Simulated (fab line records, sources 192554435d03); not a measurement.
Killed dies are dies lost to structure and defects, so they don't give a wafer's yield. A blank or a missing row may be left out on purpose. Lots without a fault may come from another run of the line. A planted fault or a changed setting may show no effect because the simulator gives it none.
Chamber matching | flow n5_finfet | N5_ILD0_ALD_15 on ald_sin-02: 4 sister chambers
The step deposits SiNx, target thk 24 nm, pulse time 1 s, ald cycles 480. 8 wafers are shown with their chamber, then 10 later ones without.

WAFERS WITH THEIR CHAMBER
wafer  | chamber | heater_power_w (W) | precursor_pulse_height_rel
L077.1 | 1       | 1001               | 1.019
L080.4 | 0       | 811                | 0.986
L083.4 | 0       | 822                | 0.986
L083.6 | 3       | 802                | 0.997
L086.3 | 1       | 1017               | 1.002
L086.6 | 2       | 812                | 0.991
L090.2 | 3       | 778                | 0.990
L090.4 | 2       | 815                | 0.981

WAFERS WITHOUT THEIR CHAMBER
wafer  | heater_power_w (W) | precursor_pulse_height_rel
L090.6 | 1030               | 0.965
L092.1 | 821                | 1.046
L092.3 | 781                | 1.000
L092.4 | 999                | 1.003
L094.1 | 819                | 0.986
L094.4 | 984                | 1.024
L094.6 | 783                | 1.003
L095.2 | 788                | 0.974
L095.5 | 1017               | 1.008
L095.6 | 832                | 0.991

WHICH CHAMBER EACH WENT THROUGH
wafer  | from the rows above          | in truth
L090.6 | 1                            | 1
L092.1 | can't be placed: 3 or 0 or 2 | 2
L092.3 | 3                            | 3
L092.4 | 1                            | 1
L094.1 | can't be placed: 0 or 2      | 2
L094.4 | 1                            | 1
L094.6 | 3                            | 3
L095.2 | can't be placed: 3 or 2 or 0 | 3
L095.5 | 1                            | 1
L095.6 | can't be placed: 0 or 2      | 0
Placed correctly: 6 of 10. Can't be placed from these rows: 4 (the true chamber is among the candidates in 4). Placed wrongly: 0.
How it was worked out, from the rows above alone: a wafer's distance from a chamber is the root of the sum, over the readings, of the square of ((its reading less the chamber's mean) divided by the reading's scatter). The wafer belongs to the nearest chamber; if the next one is less than 2 further off, it can't be placed. A chamber's mean is the mean of its shown wafers. The scatter: the root of (the sum of the squares of (reading less its chamber's mean) over the shown wafers, divided by (wafers less chambers)).
